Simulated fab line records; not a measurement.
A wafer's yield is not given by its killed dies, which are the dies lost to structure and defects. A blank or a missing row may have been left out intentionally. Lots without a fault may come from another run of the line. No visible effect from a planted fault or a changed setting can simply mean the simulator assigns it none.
fab line records -- flow nand-harc
record: lots: 6, wafers: 16, last-day: 32
route steps=1302 shown A_SLIT@940 A_SIN_REMOVE@947 A_WL_FILL@952
lots that met no fault: taken from a fault-free run of the same line
start-h: hours from the record's opening day to when the first of the lot's shown wafers began -- wait-h: hours elapsed since this lot's preceding step -- " same as the row above -- L1.1+2: a single row standing in for several wafers -- - no value present, or no start provided -- * or withheld: withheld -- < > ~ a bound
route shown NAME@n: names a module that has steps shown in the file, with the first one's number in the route -- usual: mean and standard deviation over wafers with no fault -- same: alike in all rows -- chamber/n: place in a boat -- sites: per-site readings -- _std_site: their standard deviation -- _edge_site: the outer-site mean with the inner-site mean subtracted -- radius-mm: how far each site lies from the wafer's centre -- mask NAME#n: copy n -- behind: the most recent tool/chamber to have shaped the wafer -- hold: why the lot was held/for how many hours/how that ended -- device: transistor that didn't switch, given as n, p or np -- end of line: the tests these same wafers got at the end of their route -- step lacking rows: just its recipe -- killed: count of dies lost to structure and defects at first sort (not the wafer's yield) -- map: the dies of a wafer, with x for killed, . for not killed, _ for no die there
set.NAME: the setting the step ran with; set.NAME@STEP: the setting that earlier step ran with -- model.NAME: the simulator's own value behind a step, which no gauge read
certain route steps with their lots: each step a table, each wafer a row
services: the hour from which a tool's chamber was out of use, counted from the record's first day as start-h (under 0 if before that day), plus the number of hours and why
== steps ==
step: NHARC_A_SLIT_ETCH_26
recipe: bias-v: 400, source-w: 2000, pressure-mtorr: 25, time-s: 90, ar-flow-sccm: 375, c4f8-flow-sccm: 41.7, o2-flow-sccm: 83.3, target-depth-a: 4000, chemistry: C4F8/O2/Ar
usual: drypump-motor-current-A: 5.29/0.19, showerhead-plenum-p-Torr: 3.78/0.17, throttle-valve-pct: 27.619/0.009
lot.wafer,tool,chamber,start-h,wait-h,drypump-motor-current-A,rf-hours-counter-h,showerhead-plenum-p-Torr,throttle-valve-pct
L623.1,har-etch-02,1,518.27,3.0,5.29,72,3.94,27.623
L623.3,har-etch-02,0,518.27,3.0,5.44,-,3.94,27.622
L623.5,har-etch-02,0,518.27,3.0,5.46,-,3.94,27.616
L627.2,har-etch-01,1,524.78,2.4,4.94,290,3.66,27.618
L627.3,har-etch-01,1,524.78,2.4,4.93,-,3.66,27.617
L627.6,har-etch-01,1,524.78,2.4,4.93,-,3.66,27.637
L633.2,har-etch-02,0,623.85,3.1,5.47,133,3.90,27.615
L633.6,har-etch-02,1,623.85,3.1,5.27,-,3.90,27.624
L636.2,har-etch-02,1,638.42,2.4,5.25,137,3.90,27.617
L636.3,har-etch-02,0,638.42,2.4,5.48,-,3.90,27.640
L638.2,har-etch-01,1,655.36,2.4,4.92,367,3.62,27.624
L638.3,har-etch-01,1,655.36,2.4,4.95,-,3.62,27.623
L638.6,har-etch-01,0,655.36,2.4,5.41,-,3.52,27.625
L639.2,har-etch-02,1,658.39,3.0,5.29,148,3.89,27.631
L639.3,har-etch-02,0,658.39,3.0,5.46,-,3.89,27.620
L639.6,har-etch-02,1,658.39,3.0,5.27,-,3.89,27.609
step: NHARC_A_SLIT_STRIP_28
recipe: o2-flow-sccm: 400, cos-flow-sccm: 20, ar-flow-sccm: 0, bias-w: 0, chemistry: O2/COS
step: NHARC_A_SLIT_ETCH_29
recipe: target-depth-a: 1000, overetch-a: 100, time-s: 55, ion-energy-ev: 100, cf4-flow-sccm: 80, o2-flow-sccm: 20, ar-flow-sccm: 0, rf-w: 300, bias-w: 100, chemistry: CF4/O2
usual: drypump-motor-current-A: 5.6/0.53, oes-product-au: 1.002/0.013, rf-vpp-V: 199.0/1.3, showerhead-plenum-p-Torr: 1.39/0.043, throttle-valve-pct: 13.396/0.0092
lot.wafer,tool,chamber,start-h,wait-h,drypump-motor-current-A,oes-product-au,rf-hours-counter-h,rf-vpp-V,showerhead-plenum-p-Torr,throttle-valve-pct
L623.3,rie-diel-04,2,519.16,0.1,5.8,1.018,9.0,199.5,1.41,13.397
L623.1,rie-diel-04,0,519.16,0.1,5.4,1.008,9.5,201.1,1.43,13.403
L623.5,rie-diel-04,2,519.16,0.1,5.8,1.025,-,199.6,1.41,13.392
L627.3,rie-diel-04,3,525.64,0.1,6.3,1.010,8.8,198.6,1.41,13.413
L627.2,rie-diel-04,0,525.64,0.1,5.4,1.010,9.6,199.9,1.43,13.397
L627.6,rie-diel-04,3,525.64,0.1,6.3,1.000,-,199.8,1.41,13.401
L633.2,rie-diel-11,2,624.73,0.1,6.6,0.986,0.3,199.1,1.30,13.401
L633.6,rie-diel-11,3,624.73,0.1,5.5,0.993,-,199.6,1.42,13.408
L636.2,rie-diel-11,0,639.28,0.1,5.6,1.019,2.3,198.7,1.34,13.387
L636.3,rie-diel-11,1,639.28,0.1,4.9,0.973,2.2,198.2,1.37,13.395
L638.2,rie-diel-03,2,656.22,0.1,5.5,1.000,1.1,198.5,1.38,13.407
L638.3,rie-diel-03,1,656.22,0.1,6.2,0.995,1.0,196.4,1.26,13.397
L638.6,rie-diel-03,3,656.22,0.1,5.7,1.006,-,199.8,1.42,13.388
L639.2,rie-diel-04,2,659.28,0.1,5.8,1.003,7.0,199.2,1.41,13.390
L639.3,rie-diel-04,3,659.28,0.1,6.3,1.006,6.5,199.9,1.41,13.387
L639.6,rie-diel-04,1,659.28,0.1,4.7,1.006,-,199.7,1.42,13.409
step: NHARC_A_SLIT_STRIP_18
recipe: o2-flow-sccm: 500, ar-flow-sccm: 0, bias-w: 0, chemistry: O2
usual: drypump-motor-current-A: 5.6/0.55, oes-product-au: 0.999/0.014, rf-vpp-V: 58.1/0.95, showerhead-plenum-p-Torr: 3.66/0.12, throttle-valve-pct: 17.036/0.0086
lot.wafer,tool,chamber,start-h,wait-h,drypump-motor-current-A,oes-product-au,rf-hours-counter-h,rf-vpp-V,showerhead-plenum-p-Torr,throttle-valve-pct
L623.3,rie-diel-04,2,-,-,5.8,1.026,9.1,58.8,3.71,17.056
L623.1,rie-diel-04,1,-,-,4.7,0.974,9.9,58.2,3.75,17.031
L623.5,rie-diel-04,3,-,-,6.3,0.996,-,57.7,3.73,17.033
L627.3,rie-diel-04,2,-,-,5.8,1.008,9.3,57.8,3.71,17.035
L627.2,rie-diel-04,3,-,-,6.3,1.009,8.9,59.7,3.73,17.054
L627.6,rie-diel-04,1,-,-,4.7,0.986,-,57.1,3.75,17.029
L633.2,rie-diel-11,3,-,-,5.5,0.993,0.4,59.5,3.74,17.045
L633.6,rie-diel-11,2,-,-,6.6,0.986,-,57.8,3.45,17.035
L636.3,rie-diel-11,3,-,-,5.5,0.984,1.8,58.4,3.74,17.047
L636.2,rie-diel-11,1,-,-,4.9,0.965,2.2,58.0,3.63,17.035
L638.2,rie-diel-03,3,-,-,5.7,1.006,0.6,57.2,3.74,17.029
L638.3,rie-diel-03,0,-,-,5.2,1.018,0.7,57.5,3.71,17.036
L638.6,rie-diel-03,2,-,-,5.5,1.012,-,58.4,3.64,17.048
L639.2,rie-diel-04,0,-,-,5.4,1.013,7.1,57.7,3.76,17.041
L639.3,rie-diel-04,1,-,-,4.7,1.022,7.6,59.3,3.75,17.035
L639.6,rie-diel-04,0,-,-,5.4,1.004,-,56.9,3.76,17.027
step: NHARC_A_SLIT_PRECLEAN_19
recipe: time-s: *, temp-c: 50, bath-age-min: 0, chemistry: SC1
step: NHARC_A_SLIT_SRD_20
step: NHARC_A_SLIT_CD_MEAS_21
usual: cd-nm: 289.7/1.2
lot.wafer,tool,chamber,start-h,wait-h,cd-nm
L623.1,cd-sem-03,-,519.69,-,287.8
L623.3,cd-sem-03,-,519.69,-,288.9
L623.5,cd-sem-03,-,519.69,-,289.4
L627.2,cd-sem-03,-,526.18,-,288.0
L627.3,cd-sem-03,-,526.18,-,289.7
L627.6,cd-sem-03,-,526.18,-,289.7
L633.2,cd-sem-03,-,625.27,-,290.5
L633.6,cd-sem-03,-,625.27,-,289.9
L636.2,cd-sem-01,-,639.81,-,290.3
L636.3,cd-sem-01,-,639.81,-,289.8
L638.2,cd-sem-03,-,656.75,-,292.7
L638.3,cd-sem-03,-,656.75,-,291.1
L638.6,cd-sem-03,-,656.75,-,291.1
L639.2,cd-sem-02,-,659.81,-,290.1
L639.3,cd-sem-02,-,659.81,-,290.2
L639.6,cd-sem-02,-,659.81,-,290.9
step: NHARC_A_SIN_REMOVE_WET_00
recipe: temp-c: 160, time-s: 15300, chemistry: H3PO4
step: NHARC_A_SIN_REMOVE_PRECLEAN_01
recipe: time-s: *, temp-c: 50, bath-age-min: 0, chemistry: SC1
step: NHARC_A_SIN_REMOVE_SRD_02
step: NHARC_A_SIN_REMOVE_INSPECT_04
usual: raw-defect-count: 390/73
lot.wafer,tool,chamber,start-h,wait-h,raw-defect-count
L623.1,defect-inspect-01,-,526.29,0.0,539
L623.3,defect-inspect-01,-,526.29,0.0,386
L623.5,defect-inspect-01,-,526.29,0.0,383
L627.2,defect-inspect-02,-,532.86,0.0,392
L627.3,defect-inspect-02,-,532.86,0.0,380
L627.6,defect-inspect-02,-,532.86,0.0,370
L633.2,defect-inspect-02,-,631.89,0.0,490
L633.6,defect-inspect-02,-,631.89,0.0,370
L636.2,defect-inspect-01,-,646.46,0.0,394
L636.3,defect-inspect-01,-,646.46,0.0,462
L638.2,defect-inspect-01,-,663.42,0.0,389
L638.3,defect-inspect-01,-,663.42,0.0,383
L638.6,defect-inspect-01,-,663.42,0.0,301
L639.2,defect-inspect-01,-,666.42,0.0,344
L639.3,defect-inspect-01,-,666.42,0.0,389
L639.6,defect-inspect-01,-,666.42,0.0,415
step: NHARC_A_WL_FILL_ALD_00
recipe: target-thk-a: 30, pulse-time-s: 3, ald-cycles: 30, temp-c: 300, material: Al2O3
usual: ald-cycles: 30/0, heater-power-w: 435/34, precursor-pulse-height-rel: 0.998/0.02
lot.wafer,tool,chamber,start-h,wait-h,ald-cycles,heater-power-w,precursor-pulse-height-rel,since-wet-clean-h
L623.1,ald-hk-01,3,526.39,0.1,30,390,0.966,40
L623.3,ald-hk-01,1,526.39,0.1,30,514,0.957,40
L623.5,ald-hk-01,2,526.39,0.1,30,434,0.972,-
L627.2,ald-hk-04,0,532.93,0.1,30,408,0.967,90
L627.3,ald-hk-04,3,532.93,0.1,30,440,1.024,90
L627.6,ald-hk-04,0,532.93,0.1,30,419,0.977,-
L633.2,ald-hk-04,2,631.95,0.1,24,442,1.012,11
L633.6,ald-hk-04,2,631.95,0.1,30,442,0.996,-
L636.3,ald-hk-04,2,646.56,0.1,30,446,0.993,26
L636.2,ald-hk-04,3,646.56,0.1,24,439,1.023,26
L638.3,ald-hk-03,2,663.48,0.1,30,458,0.995,76
L638.2,ald-hk-03,0,663.48,0.1,30,398,1.033,76
L638.6,ald-hk-03,2,663.48,0.1,30,470,1.011,-
L639.2,ald-hk-01,1,666.52,0.1,30,513,0.973,0
L639.3,ald-hk-01,3,666.52,0.1,30,353,0.992,0
L639.6,ald-hk-01,0,666.52,0.1,30,418,1.010,-
step: NHARC_A_WL_FILL_RTA_01
recipe: temp-c: 1000, time-s: 5
usual: lamp-power-pct: 31.2/1.5, lamp_zone_3_pct: 31.2/1.5, lamp_zone_5_pct: 31.2/1.5, wafer_temp_C_max: 1006.0/1.9
lot.wafer,tool,chamber,start-h,wait-h,lamp-power-pct,lamp_zone_3_pct,lamp_zone_5_pct,wafer_temp_C_max
L623.1,rtp-anneal-01,0,526.63,-,29.4,29.4,29.4,1006.9
L623.3,rtp-anneal-01,0,526.63,-,29.4,29.4,29.4,1008.1
L623.5,rtp-anneal-01,0,526.63,-,29.4,29.4,29.4,1005.8
L627.2,rtp-anneal-02,0,533.24,-,32.5,32.5,32.4,1004.0
L627.3,rtp-anneal-02,0,533.24,-,32.4,32.5,32.5,1005.9
L627.6,rtp-anneal-02,0,533.24,-,32.5,32.5,32.5,1005.0
L633.2,rtp-anneal-01,0,632.25,-,29.3,29.3,29.4,1007.0
L633.6,rtp-anneal-01,0,632.25,-,29.4,29.3,29.4,1007.7
L636.2,rtp-anneal-01,0,646.85,-,29.3,29.4,29.4,1008.9
L636.3,rtp-anneal-01,0,646.85,-,29.3,29.4,29.4,1007.2
L638.2,rtp-anneal-02,0,663.77,-,32.5,32.4,32.4,1004.8
L638.3,rtp-anneal-02,0,663.77,-,32.4,32.4,32.4,1004.6
L638.6,rtp-anneal-02,0,663.77,-,32.4,32.4,32.4,1003.5
L639.2,rtp-anneal-02,0,666.79,-,32.4,32.4,32.5,1005.7
L639.3,rtp-anneal-02,0,666.79,-,32.4,32.5,32.4,1007.1
L639.6,rtp-anneal-02,0,666.79,-,32.5,32.4,32.4,1005.0
== services ==
tool,chamber,start-h,hours,kind
rie-diel-11,-,498.38,18.5,repair
rie-diel-04,0,510.90,-,clean
rie-diel-04,1,510.90,-,clean
rie-diel-04,2,510.90,-,clean
rie-diel-04,3,510.90,-,clean
rie-diel-11,2,520.48,8.3,repair
rie-diel-04,-,531.90,9.0,pm
rie-diel-04,0,531.90,9.0,vent-cycle
rie-diel-04,1,531.90,9.0,vent-cycle
rie-diel-04,2,531.90,9.0,vent-cycle
rie-diel-04,3,531.90,9.0,vent-cycle
rie-diel-04,0,540.90,-,clean
rie-diel-04,1,540.90,-,clean
rie-diel-11,2,550.39,5.2,repair
ald-hk-03,-,577.73,10.0,pm
rie-diel-11,3,593.15,1.6,repair
rie-diel-04,2,609.18,3.8,repair
rie-diel-11,-,609.50,9.0,pm
ald-hk-04,-,610.75,10.0,pm
rie-diel-03,-,635.30,9.0,pm
rie-diel-03,3,645.45,1.9,repair
har-etch-02,-,645.61,8.0,repair
rie-diel-04,-,657.09,0.8,repair
har-etch-01,-,659.75,14.1,repair
== key ==
first-sign: step: NHARC_A_WL_FILL_ALD_00, reading: ald-cycles, direction: down, sigmas: 99+, usual: 30, struck: 24
effect none on later readings
met-at NHARC_A_WL_FILL_ALD_00
struck-wafers L633.2,L636.2
tester-left-out L633,L636
onset-between 532.93 631.95
fault: kind: process-parameter-drift, tool: ald-hk-04, chamber: -, onset-h: 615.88, steps: NHARC_A_WL_FILL_ALD_00, channel: ald-cycles, offset: -6, shape: step, end-h: 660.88, scope: struck-wafers-only, acts-in: these-recipes-only, stated: 30
tester-left-out: of these lots the tester's yield and bins aren't shown, on N5 and GAA mostly nor the transistor test; their killed dies are dies lost to structure and defects alone, not to doping, threshold or leakage, so they don't give the yield
